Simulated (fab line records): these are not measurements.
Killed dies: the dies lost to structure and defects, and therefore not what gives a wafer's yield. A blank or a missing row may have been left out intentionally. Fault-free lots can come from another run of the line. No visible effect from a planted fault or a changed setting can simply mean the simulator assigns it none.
Which tool is to blame? | flow nand-harc | 14 lots, 42 wafers sampled, at 5 steps of a route of 1302

## WHAT EACH GAUGE READ, for each wafer
NHARC_HYBRID_BOND_OVL_MEAS_05. Usual: overlay-x-nm 5 nm, standard deviation 35; overlay-y-nm 0 nm, standard deviation 36.
lot  | measured     | on         | overlay-x-nm (nm) | overlay-y-nm (nm) | flag
L624 | day 23 13:52 | overlay-02 | 12 -44 133        | -29 43 29         |
L625 | day 24 01:01 | overlay-02 | 7 22 -42          | -48 12 -22        |
L630 | day 25 09:37 | overlay-01 | 10 13 33          | 18 4 -18          |
L629 | day 25 14:02 | overlay-02 | -7 15 22          | -73 26 2          |
L631 | day 26 22:57 | overlay-01 | 1 -34 6           | -36 -95 -76       |
L633 | day 27 20:20 | overlay-02 | 1 30 39           | -43 -13 -40       |
L634 | day 28 05:30 | overlay-02 | 96 4 15           | -18 -8 -48        |
L637 | day 28 18:28 | overlay-01 | -24 -60 47        | 8 -18 39          |
L639 | day 29 13:07 | overlay-01 | -22 39 5          | 31 -18 -24        |
L638 | day 29 13:07 | overlay-02 | -54 27 8          | 76 24 39          |
L640 | day 30 07:35 | overlay-01 | -15 66 58         | -8 50 42          |
L644 | day 31 19:25 | overlay-02 | -1 -70 -53        | -16 -8 -57        |
L645 | day 32 09:02 | overlay-02 | 38 74 3           | 54 14 21          |
L647 | day 34 10:03 | overlay-01 | 28 8 -11          | -4 37 -25         |

NHARC_END_SORT_01. Usual: killed-at-array 56, standard deviation 17; killed-at-other 1.2, standard deviation 1.4; killed-at-periphery 4, standard deviation 3.2; killed-dies 61, standard deviation 16; killed-open 3.6, standard deviation 2.1; killed-short 2.7, standard deviation 1.8.
lot  | measured     | on        | killed-at-array | killed-at-other | killed-at-periphery | killed-dies | killed-open | killed-short | flag
L638 | day 30 10:31 | prober-01 | 312 216 289     | 0 4 3           | 3 6 2               | 315 226 294 | 2 6 5       | 1 4 2        | OFF
L640 | day 31 02:25 | prober-02 | 285 325 309     | 5 3 2           | 1 4 2               | 291 332 313 | 0 2 4       | 0 2 2        | OFF

## EACH LOT AND THE TOOL THAT RAN IT (in order: tool; ch and the chambers of the sampled wafers; start)
lot  | NHARC_A_CONTACT_DEP_84        | NHARC_A_M1_DEP_33               | NHARC_THIN_TSV_PRE_CLEAN_54
L624 | acl-dep-02 ch 0, day 22 01:38 | pecvd-04 ch 0,1, day 22 20:59   | pvd-sputter-01, day 23 21:27
L625 | acl-dep-01 ch 0, day 22 17:04 | pecvd-02 ch 0,1,2, day 23 12:43 | pvd-sputter-01, day 24 10:00
L630 | acl-dep-01 ch 0, day 24 00:24 | pecvd-02 ch 1,2, day 24 19:48   | pvd-sputter-02, day 25 17:10
L629 | acl-dep-02 ch 0, day 24 02:49 | pecvd-01 ch 0,1, day 24 23:05   | pvd-sputter-03, day 25 21:37
L631 | acl-dep-03 ch 0, day 25 11:33 | pecvd-02 ch 0,1,2, day 26 08:39 | pvd-sputter-01, day 27 07:44
L633 | acl-dep-01 ch 0, day 26 08:35 | pecvd-04 ch 0,2, day 27 06:15   | pvd-sputter-02, day 28 04:05
L634 | acl-dep-01 ch 0, day 26 19:25 | pecvd-02 ch 0,1,2, day 27 15:28 | pvd-sputter-02, day 28 16:59
L637 | acl-dep-02 ch 0, day 27 08:43 | pecvd-02 ch 1,2, day 28 07:49   | pvd-sputter-01, day 29 03:17
L639 | acl-dep-03 ch 0, day 28 03:37 | pecvd-02 ch 0,1,2, day 28 23:24 | pvd-sputter-03, day 30 01:35
L638 | acl-dep-01 ch 0, day 28 03:41 | pecvd-04 ch 1,2, day 29 00:11   | pvd-sputter-02, day 30 02:57
L640 | acl-dep-01 ch 0, day 28 21:10 | pecvd-04 ch 0,1,2, day 29 16:50 | pvd-sputter-02, day 30 15:30
L644 | acl-dep-03 ch 0, day 30 09:45 | pecvd-04 ch 0,1, day 31 06:23   | pvd-sputter-02, day 32 07:36
L645 | acl-dep-03 ch 0, day 30 22:08 | pecvd-01 ch 1,2, day 31 18:08   | pvd-sputter-03, day 32 17:46
L647 | acl-dep-01 ch 0, day 32 23:13 | pecvd-04 ch 0,2, day 33 21:04   | pvd-sputter-03, day 34 18:56
- NHARC_A_CONTACT_DEP_84: deposits aC, target thk 2800 nm.
- NHARC_A_M1_DEP_33: deposits SiCN, target thk 30 nm.
- NHARC_THIN_TSV_PRE_CLEAN_54: time 30 s.

## AS READ BY THE TOOLS THEMSELVES (means over the sampled wafers that have a number; for cases with no such wafer, the mark the record gives instead)
NHARC_A_CONTACT_DEP_84. Usual: 35.000 % for throttle-valve-pct, sd 0.0092.
lot  | tool       | throttle-valve-pct (%) | flag
L624 | acl-dep-02 | 34.995                 |
L625 | acl-dep-01 | 35.002                 |
L630 | acl-dep-01 | 34.996                 |
L629 | acl-dep-02 | 35.000                 |
L631 | acl-dep-03 | 35.006                 |
L633 | acl-dep-01 | 34.992                 |
L634 | acl-dep-01 | 35.000                 |
L637 | acl-dep-02 | 35.004                 |
L639 | acl-dep-03 | 34.996                 |
L638 | acl-dep-01 | 35.003                 |
L640 | acl-dep-01 | 34.995                 |
L644 | acl-dep-03 | 34.994                 |
L645 | acl-dep-03 | 34.996                 |
L647 | acl-dep-01 | 35.000                 |

NHARC_A_M1_DEP_33. Usual: 622 W for heater-power-w, sd 80.
lot  | tool     | heater-power-w (W) | flag
L624 | pecvd-04 | 675                |
L625 | pecvd-02 | 642                |
L630 | pecvd-02 | 546                |
L629 | pecvd-01 | 576                |
L631 | pecvd-02 | 592                |
L633 | pecvd-04 | 592                |
L634 | pecvd-02 | 637                |
L637 | pecvd-02 | 530                |
L639 | pecvd-02 | 603                |
L638 | pecvd-04 | 678                |
L640 | pecvd-04 | 600                |
L644 | pecvd-04 | 678                |
L645 | pecvd-01 | 523                |
L647 | pecvd-04 | 688                |

NHARC_THIN_TSV_PRE_CLEAN_54. Usual: 412 W for heater-power-w, sd 38.
lot  | tool           | heater-power-w (W) | flag
L624 | pvd-sputter-01 | 383                |
L625 | pvd-sputter-01 | 403                |
L630 | pvd-sputter-02 | 436                |
L629 | pvd-sputter-03 | 438                |
L631 | pvd-sputter-01 | 387                |
L633 | pvd-sputter-02 | 412                |
L634 | pvd-sputter-02 | 413                |
L637 | pvd-sputter-01 | 369                |
L639 | pvd-sputter-03 | 433                |
L638 | pvd-sputter-02 | 441                |
L640 | pvd-sputter-02 | 411                |
L644 | pvd-sputter-02 | 440                |
L645 | pvd-sputter-03 | 403                |
L647 | pvd-sputter-03 | 436                |

## THE ANSWER, worked out from the rows above alone
Rule: a lot counts as off when the mean over its wafers that have a number is more than 3 standard deviations away from the usual mean. Also off: a lot with no number at a reading for which 4 or more lots have one. Where the step has rows for the other lots, those lots are counted as sound. The gauges are gone through in route order, then the tools' own readings, and for those a lot's mean is taken as printed above. The first step at which some lot is off is used, and at that step the reading that is off furthest; a lot without a number counts as furthest.
Off, at NHARC_END_SORT_01 on killed-dies: L638, L640. Neither off nor sound, because the step has no rows for them: L624, L625, L630, L629, L631, L633, L634, L637, L639, L644, L645, L647.
A tool fits if, at a process step before that reading, it ran every lot that is off, and no sound lot after the first of them. Those tools and the gauges at NHARC_END_SORT_01 are tried in the same way. Can't be told from this: 3 tools fit, acl-dep-01 at NHARC_A_CONTACT_DEP_84, pecvd-04 at NHARC_A_M1_DEP_33, pvd-sputter-02 at NHARC_THIN_TSV_PRE_CLEAN_54.

## WHAT THE SIMULATOR PUT IN
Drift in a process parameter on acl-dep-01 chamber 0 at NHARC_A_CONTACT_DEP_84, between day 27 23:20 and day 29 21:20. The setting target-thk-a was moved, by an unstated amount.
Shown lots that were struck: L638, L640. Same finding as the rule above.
